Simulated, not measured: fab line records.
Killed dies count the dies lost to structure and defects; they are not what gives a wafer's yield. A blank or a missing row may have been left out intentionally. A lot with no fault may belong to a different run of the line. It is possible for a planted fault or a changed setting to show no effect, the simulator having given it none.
fab line records	flow n5Finfet
record: lots: 4	wafers: 12	lastDay: 19
route steps=1938 shown GATE_CUT@465 BEOL_M4@1111 PASSIVATION@1936
lots with no fault: from the same line, run without faults
startH: hours from the record's opening day to when the first of the lot's shown wafers began	waitH: hours since the lot's step before	" as in the row above	L1.1+2: one row covering several wafers at once	- no value, or no start given	* or withheld: withheld	< > ~ a bound
route shown NAME@n: a module of which the file shows steps, and the number in the route of the first	usual: average and standard deviation across the fault-free wafers	same: alike in all rows	chamber/n: place in a boat	sites: per-site readings	_std_site: the standard deviation of these	_edge_site: outer sites' mean less inner sites'	radiusMm: for every site, how far away it sits from the centre of the wafer	mask NAME#n: copy n	behind: the tool/chamber that last shaped the wafer	hold: the reason the lot was held/the length of the hold in hours/how it ended	device: names the non-switching transistor (n, p or np)	end of line: the route-end tests of the same wafers	step lacking rows: just its recipe	killed: count of dies lost to structure and defects at first sort (not the wafer's yield)	map: the dies of a wafer, with x for killed, . for not killed, _ for no die there
set.NAME: the setting the step ran with; set.NAME@STEP: the setting that earlier step ran with	model.NAME: the simulator's own value behind a step, which no gauge read
lots at some steps of the route; a table a step, a row a wafer
services: the hour from which a tool's chamber was out of use, counted from the record's first day as startH (under 0 if before that day), plus the number of hours and why
== steps ==
step: N5_GATE_CUT_ETCHBACK_00
recipe: chemistry: SF6/Cl2	target: W	pressureMtorr: 8	icpW: 900	biasW: 80	SF6_flow_sccm: 40	Cl2_flow_sccm: 60
step: N5_GATE_CUT_ETCH_56
recipe: chemistry: Cl2/Ar	target: TiN	targetDepthA: 216	pressureMtorr: 10	icpW: 600	biasW: 60	Cl2_flow_sccm: 40	Ar_flow_sccm: 60
step: N5_GATE_CUT_ETCHBACK_30
recipe: chemistry: Cl2/Ar	target: TiN	targetDepthA: 30	mode: isotropic	pressureMtorr: 10	icpW: 600	biasW: 60	Cl2_flow_sccm: 40	Ar_flow_sccm: 60
step: N5_GATE_CUT_VAPOR_ETCH_60
recipe: chemistry: BCl3/Cl2	target: HfO2	mode: isotropic
step: N5_GATE_CUT_ETCH_58
recipe: chemistry: CH3F/O2	target: SiNx	targetDepthA: 170	timeS: 128.6	ionEnergyEv: 50	pressureMtorr: 30	sourceW: 415	biasW: 21	Ar_flow_sccm: 150	CH3F_flow_sccm: 30	O2_flow_sccm: 20
step: N5_GATE_CUT_STRIP_59
recipe: chemistry: N2/H2	timeS: 20	powerW: 100	tempC: 40	pressureMtorr: 100	rfFrequencyHz: 6e+07	biasPowerW: 3	n2FlowSccm: 300	h2FlowSccm: 300
step: N5_GATE_CUT_PRECLEAN_31
recipe: tempC: 23	chemistry: DIW	timeS: 300
step: N5_GATE_CUT_SRD_32
recipe: timeS: 30	tempC: 23	rinseLiquid: diw	dry: ipaMarangoni
step: N5_GATE_CUT_SAC_CAP_01
recipe: material: SiNx	targetThkA: 240	tempC: 400	aldPrecursorFamily: SiH2I2	aldCoReactant: N2/H2-plasma	pulseTimeS: 1	aldCycles: 480	purgeTimeS: 2	coReactantPurgeTimeS: 2	pressureTorr: 2
step: N5_GATE_CUT_PECVD_57
recipe: material: SiNx	targetThkA: 210	tempC: 400	precursor: SiH4/NH3/N2	pressureTorr: 1.5	rfW: 300
step: N5_GATE_CUT_CMP_02
recipe: stopOn: SiO2	tOverpolishS: 12.7	postCmpClean: alkalineBrush	downForcePsi: 2.5	platenRpm: 51.8	padVelocityMS: 1.0307	targetThkNm: 0
usual: edgeZonePressureFrac: 1.000/0.0053	headPressurePsi: 2.500/0.0054	motorCurrentA: 9.1/0.68	overpolishRunS: 12.699/0.0089	platenRpm: 51.80/0.033	timeToEndpointS: 25.2/1.5
lot.wafer	tool	chamber	startH	waitH	edgeZonePressureFrac	headPressurePsi	motorCurrentA	overpolishRunS	platenRpm	timeToEndpointS	model.SiNx_of_GATE_CUT_PECVD_57.thkNm	model.SiNx_of_GATE_CUT_SAC_CAP_01.thkNm	model.SiO2_flowable_of_ILD0_FCVD_FILL_01.thkNm
L847.2	cmp-03	2	92.61	0.1	1.006	2.492	9.4	12.701	51.83	26.9	0	21.6	116.4
L847.3	"	1	"	"	0.998	2.495	9.2	12.706	51.78	23.8	0	21.6	116.6
L847.6	"	3	"	"	0.997	2.506	8.4	12.696	51.80	22.8	0	21.6	116.8
L866.3	cmp-03	1	203.27	0.1	-	-	-	-	-	-	21	24	118
L866.5	"	3	"	"	-	-	-	-	-	-	21	24	117.6
L866.6	"	0	"	"	-	-	-	-	-	-	20.6	23.8	117.6
L867.4	cmp-03	2	207.77	0.0	-	-	-	-	-	-	21.2	24	116.8
L867.3	"	0	"	"	-	-	-	-	-	-	21.2	24	117.8
L867.1	"	1	"	"	-	-	-	-	-	-	20.8	23.8	118.2
L869.3	cmp-04	0	219.62	0.1	1.003	2.501	8.2	12.697	51.74	26.5	0	21.8	117.4
L869.1	"	1	"	"	1.011	2.495	9.2	12.690	51.84	29.0	0	21.6	116.8
L869.5	"	1	"	"	1.003	2.497	8.8	12.681	51.86	26.5	0	21.8	117
step: N5_GATE_CUT_HM_DEP_46
recipe: material: SiO2	targetThkA: 1300	tempC: 400	precursor: TEOS/O2	pressureTorr: 6.5	rfW: 900	teosFlowSccm: 161.4	gas: O2	flowSccm: 2650	timeS: 26.6
step: N5_GATE_CUT_COAT_34
recipe: resist: SOC	tempC: 250	timeS: 60	spinRpm: 1500	resistThkNm: 60
step: N5_GATE_CUT_COAT_35
recipe: resist: SiARC	tempC: 220	timeS: 60	spinRpm: 1500	resistThkNm: 10
step: N5_GATE_CUT_COAT_27
recipe: resist: underlayer	tempC: 205	timeS: 60	spinRpm: 1500	resistThkNm: 10
step: N5_GATE_CUT_COAT_07
recipe: resist: CAR-EUV	spinRpm: 1500	resistThkNm: 30
step: N5_GATE_CUT_EBR_09
recipe: solvent: PGMEA	ebrWidthMm: 1.5
step: N5_GATE_CUT_SOFTBAKE_08
recipe: tempC: 110	timeS: 60	resist: CAR-EUV
step: N5_GATE_CUT_EXPOSE_10
recipe: maskId: GATE_CUT	na: 0.33	sourceShape: annular	sigmaInner: 0.35	sigmaOuter: 0.8	polarization: unpolarized	targetCdNm: 20	doseMj: 43.25
step: N5_GATE_CUT_PEB_11
recipe: pebTempC: 100	pebTimeS: 60	resist: CAR-EUV
step: N5_GATE_CUT_DEVELOP_12
recipe: developTimeS: 30	developer: TMAH	resist: CAR-EUV	rinseLiquid: surfactantRinse	dry: airSpin	devTempC: 23
step: N5_GATE_CUT_DESCUM_18
recipe: chemistry: O2	timeS: 7	sourcePowerW: 50	biasPowerW: 20	pressureMtorr: 20	rfFrequencyHz: 2.712e+07	tempC: 40	resist: CAR-EUV	o2FlowSccm: 225
step: N5_GATE_CUT_ETCH_28
recipe: chemistry: N2/H2	target: underlayer	targetDepthA: 130	maskMaterial: CAR-EUV	timeS: 10.4	ionEnergyEv: 200	pressureMtorr: 30	sourceW: 840	biasW: 150	n2FlowSccm: 200	h2FlowSccm: 200	ends: cleared
step: N5_GATE_CUT_ETCH_36
recipe: chemistry: CF4	target: SiARC	targetDepthA: 130	maskMaterial: CAR-EUV	timeS: 21.7	ionEnergyEv: 80	pressureMtorr: 40	sourceW: 545	biasW: 36	Ar_flow_sccm: 100	cf4FlowSccm: 100	ends: cleared
step: N5_GATE_CUT_ETCH_37
recipe: chemistry: N2/H2	target: SOC	targetDepthA: 600	overetchA: 120	maskMaterial: SiARC	tempC: 40	timeS: 90	ionEnergyEv: 200	pressureMtorr: 30	sourceW: 840	biasW: 150	n2FlowSccm: 200	h2FlowSccm: 200
step: N5_GATE_CUT_STRIP_38
recipe: chemistry: N2/H2	tempC: 40	n2FlowSccm: 200	h2FlowSccm: 200	rfFrequencyHz: 6e+07
step: N5_GATE_CUT_STRIP_39
recipe: chemistry: N2/H2	tempC: 40	n2FlowSccm: 200	h2FlowSccm: 200	rfFrequencyHz: 6e+07
step: N5_GATE_CUT_HM_OPEN_40
recipe: chemistry: C4F6/O2	target: SiO2	maskMaterial: SiARC	targetDepthA: 1390	timeS: 85.1	ionEnergyEv: 250	pressureMtorr: 30	sourceW: 345	biasW: 185	Ar_flow_sccm: 300	C4F6_flow_sccm: 10	O2_flow_sccm: 10	ends: cleared
step: N5_GATE_CUT_STRIP_41
recipe: chemistry: CF4	resist: SiARC	powerW: 300	biasPowerW: 75	pressureMtorr: 50	cf4FlowSccm: 150	rfFrequencyHz: 6e+07
step: N5_GATE_CUT_STRIP_42
recipe: chemistry: O2	powerW: 400	tempC: 40	pressureMtorr: 30	rfFrequencyHz: 6e+07	biasPowerW: 0	overashFraction: 0.3	o2FlowSccm: 225
step: N5_GATE_CUT_ETCH_19
recipe: chemistry: CH3F/O2	target: SiNx	maskMaterial: SiO2	targetDepthA: 537	timeS: 76.7	pressureMtorr: 30	sourceW: 395	biasW: 73	Ar_flow_sccm: 150	CH3F_flow_sccm: 30	O2_flow_sccm: 20	ionEnergyEv: 120	ends: cleared
usual: biasW: 73.00/0.22	drypumpMotorCurrentA: 5.52/0.28	etchRfOnTimeS: 76.7/1.1	mfcArSccm: 150.0/0.51	oes_f_703_au: 0.77/0.066	oesProductAu: 0.66/0.059	rfVppV: 298/3.2	showerheadPlenumPTorr: 1.99/0.066	throttleValvePct: 16.32/0.25
lot.wafer	tool	chamber	startH	waitH	biasW	drypumpMotorCurrentA	etchRfOnTimeS	mfcArSccm	oes_f_703_au	oesProductAu	rfHoursCounterH	rfVppV	showerheadPlenumPTorr	throttleValvePct
L847.2	rieDiel-06	1	93.85	0.0	73.06	5.96	74.3	149.8	0.98	0.84	1	297	2.05	15.95
L847.3	"	2	"	"	72.71	5.92	75.9	150.3	0.83	0.70	81	301	2.10	15.97
L847.6	"	1	"	"	73.03	5.94	74.4	150.4	0.98	0.85	-	297	2.05	15.97
L866.3	rieDiel-01	0	204.40	0.0	72.89	5.06	82.8	148.5	0.81	1.09	80	300	2.02	16.53
L866.5	"	3	"	"	72.87	5.66	82.1	150.0	0.76	1.03	-	296	1.94	16.15
L866.6	"	0	"	"	72.55	5.05	81.6	148.7	0.82	1.09	-	301	2.02	16.53
L867.1	rieDiel-03	2	209.16	0.0	73.04	5.23	84.8	149.7	0.75	0.97	175	302	2.00	16.90
L867.3	"	3	"	"	72.95	5.68	85.4	149.9	0.70	0.91	232	298	1.97	16.66
L867.4	"	0	"	"	73.04	5.57	85.3	150.8	0.74	0.96	207	293	1.98	16.30
L869.1	rieDiel-03	3	220.84	0.0	72.87	5.71	77.6	149.9	0.70	0.59	236	298	1.97	16.63
L869.3	"	1	"	"	73.14	5.23	76.9	149.9	0.77	0.65	145	294	1.85	16.16
L869.5	"	1	"	"	73.01	5.22	77.1	150.2	0.77	0.66	-	295	1.85	16.15
step: N5_GATE_CUT_CUT_ETCH_53
recipe: chemistry: SF6/Cl2	target: W	maskMaterial: SiO2	targetDepthA: 792	pressureMtorr: 8	icpW: 900	biasW: 80	SF6_flow_sccm: 40	Cl2_flow_sccm: 60	ends: cleared
step: N5_GATE_CUT_CUT_ETCH_54
recipe: chemistry: Cl2/BCl3	target: TiN	maskMaterial: SiO2	targetDepthA: 967	pressureMtorr: 10	icpW: 1000	biasW: 126	Cl2_flow_sccm: 53.25	bcl3FlowSccm: 21.75	Ar_flow_sccm: 25	ends: cleared
step: N5_GATE_CUT_CUT_ETCH_55
recipe: chemistry: BCl3	target: HfO2	maskMaterial: SiO2	targetDepthA: 32	ionEnergyEv: 30	pressureMtorr: 5	icpW: 450	biasW: 18	bcl3FlowSccm: 80
step: N5_GATE_CUT_ETCH_47
recipe: chemistry: Cl2/BCl3	target: SiO2	targetDepthA: 100	pressureMtorr: 10	icpW: 1000	biasW: 126	Cl2_flow_sccm: 53.25	bcl3FlowSccm: 21.75	Ar_flow_sccm: 25
step: N5_GATE_CUT_VAPOR_ETCH_48
recipe: chemistry: BCl3/Cl2	target: TiN	mode: isotropic
step: N5_GATE_CUT_CMP_61
recipe: stopOn: SiNx	tOverpolishS: 3	postCmpClean: alkalineBrush	downForcePsi: 4	platenRpm: 27.09	padVelocityMS: 0.539
usual: edgeZonePressureFrac: 1.000/0.0052	headPressurePsi: 3.998/0.0094	motorCurrentA: 12.1/1	platenRpm: 27.090/0.019
lot.wafer	tool	chamber	startH	waitH	edgeZonePressureFrac	headPressurePsi	motorCurrentA	platenRpm	model.SiNx_of_GATE_CUT_SAC_CAP_01.thkNm	model.SiO2_flowable_of_ILD0_FCVD_FILL_01.thkNm
L847.3	cmp-04	3	99.11	0.3	0.994	3.988	11.4	27.128	21.2	116.2
L847.2	"	1	"	"	1.005	4.004	12.4	27.091	21.2	115.8
L847.6	"	2	"	"	1.002	4.003	13.8	27.122	21.2	116.4
L866.3	cmp-01	3	207.33	0.2	1.002	3.974	10.0	27.117	23.6	117.6
L866.5	"	0	"	"	0.998	4.007	12.0	27.098	23.6	117
L866.6	"	1	"	"	0.993	3.996	13.6	27.069	23.4	117
L867.4	cmp-01	0	213.14	0.4	1.003	3.988	12.0	27.114	23.6	116.4
L867.1	"	1	"	"	1.000	3.999	13.2	27.121	23.4	117.6
L867.3	"	2	"	"	1.001	3.998	12.0	27.099	23.6	117.4
L869.1	cmp-04	0	223.75	0.3	1.002	3.998	11.2	27.104	21.2	116.4
L869.3	"	1	"	"	0.999	3.989	12.1	27.087	21.2	117
L869.5	"	3	"	"	0.996	4.006	12.2	27.108	21.2	116.6
step: N5_BEOL_M4_RC_MEAS_101
usual: DIBL_N: 35.9/1.3	DIBL_P: 35.9/1.5	IOFF_N: 0.152/0.023	IOFF_P: 0.204/0.027	ION_N: 673/9.2	ION_P: 462/6.7	SS_N: 71.4/0.48	SS_P: 73.2/0.55	VT_N: 250.3/2.6	VT_P: -250.6/3
lot.wafer	tool	chamber	startH	waitH	DIBL_N[mV/V]	DIBL_P[mV/V]	IOFF_N[nA/um]	IOFF_P[nA/um]	ION_N[uA/um]	ION_P[uA/um]	SS_N[mV/dec]	SS_P[mV/dec]	VT_N[mV]	VT_P[mV]
L847.2	prober-01	0	186.90	0.2	36.3	36.8	0.184	0.213	683	467	71.4	73.1	248.1	-252.1
L847.3	"	0	"	"	36.2	37.6	0.185	0.225	687	459	70.6	73.6	247.5	-253.5
L847.6	"	0	"	"	36.2	37.2	0.184	0.215	670	458	71.2	73.9	245.4	-253.0
L869.1	prober-02	0	334.64	0.0	37.9	37.5	0.177	0.282	669	468	72.8	72.9	250.0	-243.7
L869.3	"	0	"	"	34.3	32.7	0.112	0.196	658	464	71.4	71.8	255.1	-245.7
L869.5	"	0	"	"	36.2	35.5	0.143	0.233	660	462	71.5	72.5	252.8	-244.6
step: N5_PASSIVATION_PROBE_49
usual: defectLimitedYield: 91.0/1.5	killed_at_M0_to_M3: 37/12	killed_at_M4_up: 13/5	killedAtContacts: 13/6.1	killedAtFrontEnd: 39/11	killedAtOther: 4/3.2	killedDies: 106/17	killedOnRim: 13/4.2	killedOpen: 69/12	killedShort: 35/7.9	sort_bin_5_function: 5.3/1	sort_bin_6_memory: 3.3/0.68	sortNPass: 1074/17	sortYieldPct: 91.0/1.5
same: grossDies: 1180	killedAtBackSide: 0	sort_bin_4_leakage[%]: 0	sort_bin_8_speed[%]: 0
lot.wafer	tool	chamber	startH	waitH	defectLimitedYield[%]	killed_at_M0_to_M3	killed_at_M4_up	killedAtContacts	killedAtFrontEnd	killedAtOther	killedDies	killedOnRim	killedOpen	killedShort	sort_bin_5_function[%]	sort_bin_6_memory[%]	sortNPass	sortYieldPct[%]
L866.3	prober-02	-	421.15	0.1	0	37	19	11	1112	1	1180	152	71	31	96.2	3.5	0	0
L866.5	prober-02	-	421.25	0.2	0	36	9	8	1125	2	1180	152	54	34	97.5	2.2	0	0
L866.6	prober-02	-	421.30	0.3	0	26	13	12	1129	0	1180	152	58	32	96.5	3.1	0	0
L867.1	prober-02	-	426.29	0.0	0	34	13	22	1109	2	1180	152	65	30	97.1	2.5	0	0
L867.3	prober-02	-	426.39	0.1	0	19	11	19	1130	1	1180	152	75	26	96.8	3.0	0	0
L867.4	prober-02	-	426.44	0.2	0	16	7	6	1151	0	1180	152	44	21	98.1	1.9	0	0
killed by level:class
L866.3 GATE_CUT:areaCmp=1078 MOL_CONTACT_COAG:geometricParticle:open=10 BEOL_M4:geometricParticle:open=10 BEOL_M0_SAQP:geometricParticle:open=7 BEOL_M2:geometricParticle:open=7 STI_FIN_REVEAL:geometricParticle:open=5 BEOL_M1:geometricParticle:open=5 BEOL_M3:geometricParticle:open=5
L866.5 GATE_CUT:areaCmp=1092 GATE_CUT:geometricParticle:short=8 MOL_CONTACT_COAG:geometricParticle:open=7 BEOL_M2:geometricParticle:open=7 FIN_SAQP:geometricParticle:short=6 BEOL_M0_SAQP:geometricParticle:short=6 BEOL_M0:geometricParticle:open=5 BEOL_M3:geometricParticle:open=5
L866.6 GATE_CUT:areaCmp=1090 MOL_CONTACT_COAG:geometricParticle:open=9 FIN_SAQP:geometricParticle:open=7 STI_FIN_REVEAL:geometricParticle:open=7 BEOL_M3:geometricParticle:open=6 BEOL_M4:geometricParticle:open=6 BEOL_M0_SAQP:geometricParticle:short=5 BEOL_M0_SAQP:geometricParticle:open=5
L867.1 GATE_CUT:areaCmp=1085 MOL_CONTACT_COAG:geometricParticle:open=17 BEOL_M0_SAQP:geometricParticle:open=9 BEOL_M3:geometricParticle:open=6 FIN_SAQP:geometricParticle:short=5 DUMMY_GATE:geometricParticle:open=5 MOL_CONTACT_COAG:geometricParticle:short=5 BEOL_M0_SAQP:geometricParticle:short=5
L867.3 GATE_CUT:areaCmp=1075 STI_FIN_REVEAL:geometricParticle:open=16 FIN_SAQP:geometricParticle:open=14 MOL_CONTACT_COAG:geometricParticle:open=14 GATE_CUT:geometricParticle:short=8 FIN_SAQP:geometricParticle:short=7 BEOL_M2:geometricParticle:open=6 MOL_CONTACT_COAG:geometricParticle:short=5
L867.4 GATE_CUT:areaCmp=1115 FIN_SAQP:geometricParticle:open=10 FIN_SAQP:geometricParticle:short=8 STI_FIN_REVEAL:geometricParticle:open=5 DUMMY_GATE:geometricParticle:open=5 BEOL_M2:geometricParticle:open=5 BEOL_M3:geometricParticle:open=5 BEOL_M4:geometricParticle:open=5
map L866.3 (x killed, . not)
_________________xxxxxxxxxxxx________________
______________xxxxxxxxxxxxxxxxxx_____________
___________xxxxxxxxxxxxxxxxxxxxxxxx__________
__________xxxxxxxxxxxxxxxxxxxxxxxxxx_________
________xxxxxxxxxxxxxxxxxxxxxxxxxxxxxx_______
_______xxxxxxxxxxxxxxxxxxxxxxxxxxxxxxxx______
______xxxxxxxxxxxxxxxxxxxxxxxxxxxxxxxxxx_____
_____xxxxxxxxxxxxxxxxxxxxxxxxxxxxxxxxxxxx____
____xxxxxxxxxxxxxxxxxxxxxxxxxxxxxxxxxxxxxx___
___xxxxxxxxxxxxxxxxxxxxxxxxxxxxxxxxxxxxxxxx__
___xxxxxxxxxxxxxxxxxxxxxxxxxxxxxxxxxxxxxxxx__
__xxxxxxxxxxxxxxxxxxxxxxxxxxxxxxxxxxxxxxxxxx_
__xxxxxxxxxxxxxxxxxxxxxxxxxxxxxxxxxxxxxxxxxx_
_xxxxxxxxxxxxxxxxxxxxxxxxxxxxxxxxxxxxxxxxxxxx
_xxxxxxxxxxxxxxxxxxxxxxxxxxxxxxxxxxxxxxxxxxxx
_xxxxxxxxxxxxxxxxxxxxxxxxxxxxxxxxxxxxxxxxxxxx
_xxxxxxxxxxxxxxxxxxxxxxxxxxxxxxxxxxxxxxxxxxxx
_xxxxxxxxxxxxxxxxxxxxxxxxxxxxxxxxxxxxxxxxxxxx
_xxxxxxxxxxxxxxxxxxxxxxxxxxxxxxxxxxxxxxxxxxxx
_xxxxxxxxxxxxxxxxxxxxxxxxxxxxxxxxxxxxxxxxxxxx
_xxxxxxxxxxxxxxxxxxxxxxxxxxxxxxxxxxxxxxxxxxxx
__xxxxxxxxxxxxxxxxxxxxxxxxxxxxxxxxxxxxxxxxxx_
__xxxxxxxxxxxxxxxxxxxxxxxxxxxxxxxxxxxxxxxxxx_
___xxxxxxxxxxxxxxxxxxxxxxxxxxxxxxxxxxxxxxxx__
___xxxxxxxxxxxxxxxxxxxxxxxxxxxxxxxxxxxxxxxx__
____xxxxxxxxxxxxxxxxxxxxxxxxxxxxxxxxxxxxxx___
_____xxxxxxxxxxxxxxxxxxxxxxxxxxxxxxxxxxxx____
______xxxxxxxxxxxxxxxxxxxxxxxxxxxxxxxxxx_____
_______xxxxxxxxxxxxxxxxxxxxxxxxxxxxxxxx______
________xxxxxxxxxxxxxxxxxxxxxxxxxxxxxx_______
__________xxxxxxxxxxxxxxxxxxxxxxxxxx_________
___________xxxxxxxxxxxxxxxxxxxxxxxx__________
______________xxxxxxxxxxxxxxxxxx_____________
_________________xxxxxxxxxxxx________________
map L867.1 (x killed, . not)
_________________xxxxxxxxxxxx________________
______________xxxxxxxxxxxxxxxxxx_____________
___________xxxxxxxxxxxxxxxxxxxxxxxx__________
__________xxxxxxxxxxxxxxxxxxxxxxxxxx_________
________xxxxxxxxxxxxxxxxxxxxxxxxxxxxxx_______
_______xxxxxxxxxxxxxxxxxxxxxxxxxxxxxxxx______
______xxxxxxxxxxxxxxxxxxxxxxxxxxxxxxxxxx_____
_____xxxxxxxxxxxxxxxxxxxxxxxxxxxxxxxxxxxx____
____xxxxxxxxxxxxxxxxxxxxxxxxxxxxxxxxxxxxxx___
___xxxxxxxxxxxxxxxxxxxxxxxxxxxxxxxxxxxxxxxx__
___xxxxxxxxxxxxxxxxxxxxxxxxxxxxxxxxxxxxxxxx__
__xxxxxxxxxxxxxxxxxxxxxxxxxxxxxxxxxxxxxxxxxx_
__xxxxxxxxxxxxxxxxxxxxxxxxxxxxxxxxxxxxxxxxxx_
_xxxxxxxxxxxxxxxxxxxxxxxxxxxxxxxxxxxxxxxxxxxx
_xxxxxxxxxxxxxxxxxxxxxxxxxxxxxxxxxxxxxxxxxxxx
_xxxxxxxxxxxxxxxxxxxxxxxxxxxxxxxxxxxxxxxxxxxx
_xxxxxxxxxxxxxxxxxxxxxxxxxxxxxxxxxxxxxxxxxxxx
_xxxxxxxxxxxxxxxxxxxxxxxxxxxxxxxxxxxxxxxxxxxx
_xxxxxxxxxxxxxxxxxxxxxxxxxxxxxxxxxxxxxxxxxxxx
_xxxxxxxxxxxxxxxxxxxxxxxxxxxxxxxxxxxxxxxxxxxx
_xxxxxxxxxxxxxxxxxxxxxxxxxxxxxxxxxxxxxxxxxxxx
__xxxxxxxxxxxxxxxxxxxxxxxxxxxxxxxxxxxxxxxxxx_
__xxxxxxxxxxxxxxxxxxxxxxxxxxxxxxxxxxxxxxxxxx_
___xxxxxxxxxxxxxxxxxxxxxxxxxxxxxxxxxxxxxxxx__
___xxxxxxxxxxxxxxxxxxxxxxxxxxxxxxxxxxxxxxxx__
____xxxxxxxxxxxxxxxxxxxxxxxxxxxxxxxxxxxxxx___
_____xxxxxxxxxxxxxxxxxxxxxxxxxxxxxxxxxxxx____
______xxxxxxxxxxxxxxxxxxxxxxxxxxxxxxxxxx_____
_______xxxxxxxxxxxxxxxxxxxxxxxxxxxxxxxx______
________xxxxxxxxxxxxxxxxxxxxxxxxxxxxxx_______
__________xxxxxxxxxxxxxxxxxxxxxxxxxx_________
___________xxxxxxxxxxxxxxxxxxxxxxxx__________
______________xxxxxxxxxxxxxxxxxx_____________
_________________xxxxxxxxxxxx________________
== services ==
tool	chamber	startH	hours	kind
rieDiel-06	1	71.11	-	clean
rieDiel-06	1	71.11	-	consumableReplace:focusRing
rieDiel-06	1	71.11	17.6	scheduledDown
rieDiel-06	1	71.11	17.6	ventCycle
cmp-04	-	72.88	3.9	repair
cmp-04	-	84.86	0.3	repair
cmp-04	-	87.41	1.7	repair
rieDiel-03	3	91.98	1.4	repair
rieDiel-03	-	110.52	4.3	pm
cmp-01	-	122.00	5.7	pm
rieDiel-03	0	122.22	3.0	repair
rieDiel-03	0	125.87	9.6	repair
rieDiel-01	0	135.30	1.6	repair
cmp-04	-	136.09	0.9	repair
rieDiel-06	2	146.56	6.0	repair
rieDiel-03	2	152.31	9.3	repair
cmp-03	-	156.16	4.0	pm
cmp-03	-	160.16	-	consumableReplace:conditioner
cmp-03	-	160.16	-	consumableReplace:pad
rieDiel-03	1	174.66	6.3	repair
cmp-04	-	192.98	3.4	pm
cmp-01	-	195.17	1.2	repair
cmp-03	-	209.79	0.4	repair
rieDiel-01	0	210.39	10.2	repair
== key ==
firstSign: step: N5_GATE_CUT_CMP_02	reading: toolRecord	direction: missing
effect: step: N5_GATE_CUT_ETCH_19	reading: etchRfOnTimeS	direction: up	sigmas: 6.3	usual: *	struck: *
effect: step: N5_PASSIVATION_PROBE_49	reading: killedAtFrontEnd	direction: up	sigmas: 99+	usual: 39	struck: 1126
modelEffect: step: N5_GATE_CUT_CMP_02	value: SiNx_of_GATE_CUT_PECVD_57.thkNm	without: 0	struck: 20.97
modelEffect: step: N5_GATE_CUT_CMP_61	value: SiNx_of_GATE_CUT_SAC_CAP_01.thkNm	without: 21.13	struck: 23.53
moreKillsBornAt: N5_GATE_CUT_CMP_02@cmp-03: 6530
metAt N5_GATE_CUT_CMP_02
struckWafers L866.3,L866.5,L866.6,L867.1,L867.3,L867.4
laterRowsLeftOut L866.3,L866.5,L866.6,L867.1,L867.3,L867.4
onsetBetween 92.61 203.27
fault: kind: skippedStepWhole	tool: cmp-03	chamber: -	onsetH: 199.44	steps: N5_GATE_CUT_CMP_02	scope: struckLotsOnly
laterRowsLeftOut: the simulator's readings of these wafers behind a module that went badly wrong aren't trusted and aren't shown, but for the sort
